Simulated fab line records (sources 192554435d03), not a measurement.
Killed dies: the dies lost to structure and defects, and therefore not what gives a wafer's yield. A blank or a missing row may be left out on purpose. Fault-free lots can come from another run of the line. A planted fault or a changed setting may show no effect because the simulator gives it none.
The same fault as seen by 3 desks | flow n5_finfet | each desk has only its own numbers; what lay behind them comes last

== THE DEFECT DESK ==
Lot by lot, what the route's inspections counted, given as the mean of those sampled wafers with a number. Any lot whose mean is over 4 standard deviations away from the usual mean is out of limits and marked OUT; that distance is given in the brackets.
Columns: A = raw_defect_count at N5_BEOL_M13_INSPECT_55, usual 70
lot  | first seen here | A
L807 | day 11 09:07    | 80
L809 | day 12 07:25    | 1064 (+45) OUT
L811 | day 12 19:03    | 54
L814 | day 13 02:02    | 1084 (+46) OUT
L818 | day 14 04:55    | 67
L819 | day 14 11:16    | 55
L822 | day 15 10:31    | 96
L824 | day 15 22:39    | 59
L827 | day 16 14:17    | 97
This desk's verdict: out of limits on L809, L814, starting with L809 at day 12 07:25 (raw_defect_count at N5_BEOL_M13_INSPECT_55). Within limits: L807, L811, L818, L819, L822, L824, L827.

== AT THE METROLOGY DESK ==
Means of the sampled wafers that have a number, per lot and without regard to the tool the lot ran on: this is what the gauges read. Any lot whose mean is over 4 standard deviations away from the usual mean is out of limits and marked OUT; that distance is given in the brackets. Readings shown: 7 out of 12 (the first out of limits, and those lying furthest out on some lot).
Columns: A = DIBL_N at N5_BEOL_M4_RC_MEAS_101, usual 35.8 mV/V; B = IOFF_N at N5_BEOL_M4_RC_MEAS_101, usual 0.153 nA/um; C = IOFF_P at N5_BEOL_M4_RC_MEAS_101, usual 0.21 nA/um; D = ION_P at N5_BEOL_M4_RC_MEAS_101, usual 462 uA/um; E = VT_N at N5_BEOL_M4_RC_MEAS_101, usual 250 mV; F = VT_P at N5_BEOL_M4_RC_MEAS_101, usual -250 mV; G = M13_THK at N5_BEOL_M13_THK_MEAS_50, usual 418 nm
lot  | first seen here | A    | B     | C    | D   | E   | F    | G
L807 | day 8 09:25     | 36.1 | 0.147 | 0.19 | 456 | 252 | -252 | 409
L809 | day 9 00:14     | 38.1 | 0.171 | 0.23 | 466 | 251 | -251 | 547 (+18) OUT
L811 | day 9 06:33     | 33.9 | 0.131 | 0.18 | 456 | 251 | -252 | 425
L814 | day 9 19:12     | 34.9 | 0.123 | 0.17 | 453 | 255 | -253 | 526 (+15) OUT
L818 | day 11 00:41    | 34.6 | 0.131 | 0.19 | 457 | 253 | -250 | 422
L819 | day 11 11:49    | 34.5 | 0.148 | 0.21 | 468 | 251 | -249 | 424
L822 | day 12 05:17    | 36.5 | 0.146 | 0.20 | 460 | 252 | -251 | 418
L824 | day 12 10:37    | 34.5 | 0.117 | 0.15 | 451 | 255 | -256 | 424
L827 | day 13 14:24    | 38.0 | 0.160 | 0.22 | 462 | 250 | -250 | 422
This desk reports L809, L814 out of limits; the earliest was L809 at day 12 07:16 (M13_THK at N5_BEOL_M13_THK_MEAS_50). Within limits: L807, L811, L818, L819, L822, L824, L827.

== TOOL OWNER'S DESK, cmp-02 ==
The tool's own readings at N5_BEOL_M13_CMP_49 (polishes, stops on SiOC, t overpolish 17.1 s, target thk 420 nm): means of the sampled wafers that have a number, for each lot that ran on this tool. Any lot whose mean is over 4 standard deviations away from the usual mean is out of limits and marked OUT; that distance is given in the brackets.
Columns: A = barrier_field_endpoint_s at N5_BEOL_M13_CMP_49, usual 30.1 s; B = clearing_platen_down_force_psi at N5_BEOL_M13_CMP_49, usual 1.501 psi; C = head_pressure_psi at N5_BEOL_M13_CMP_49, usual 1.0001 psi; D = motor_current_A at N5_BEOL_M13_CMP_49, usual 6.1 A; E = overpolish_run_s at N5_BEOL_M13_CMP_49, usual 17.101 s
lot  | first seen here | A              | B     | C      | D   | E
L809 | day 12 06:58    | 38.6 (+11) OUT | 1.499 | 0.9989 | 5.9 | 12.516 (-99 or more) OUT
L814 | day 13 01:34    | 39.5 (+12) OUT | 1.502 | 1.0017 | 6.2 | 12.196 (-99 or more) OUT
L827 | day 16 13:52    | 29.8           | 1.504 | 1.0009 | 6.1 | 17.101
This desk's verdict: out of limits on L809, L814, starting with L809 at day 12 06:58 (barrier_field_endpoint_s at N5_BEOL_M13_CMP_49). Within limits: L827.

== PUT TOGETHER ==
On L809, L814, at day 12 06:58, an alarm was possible from the tool owner's desk.
An alarm was possible from the metrology desk at day 12 07:16, on L809, L814.
The defect desk could have raised an alarm at day 12 07:25, on L809, L814.
Of the lots named, all ran N5_BEOL_M13_CMP_49 on cmp-02.

== WHAT THE SIMULATOR HAD PUT IN ==
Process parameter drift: cmp-02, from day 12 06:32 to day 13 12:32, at N5_BEOL_M13_CMP_49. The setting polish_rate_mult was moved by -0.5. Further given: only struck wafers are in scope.
Lots struck among those shown: L809, L814.
Hours from the fault's start to each desk's first reading out of limits: the tool owner's desk, 0; the metrology desk, 1; the defect desk, 1.
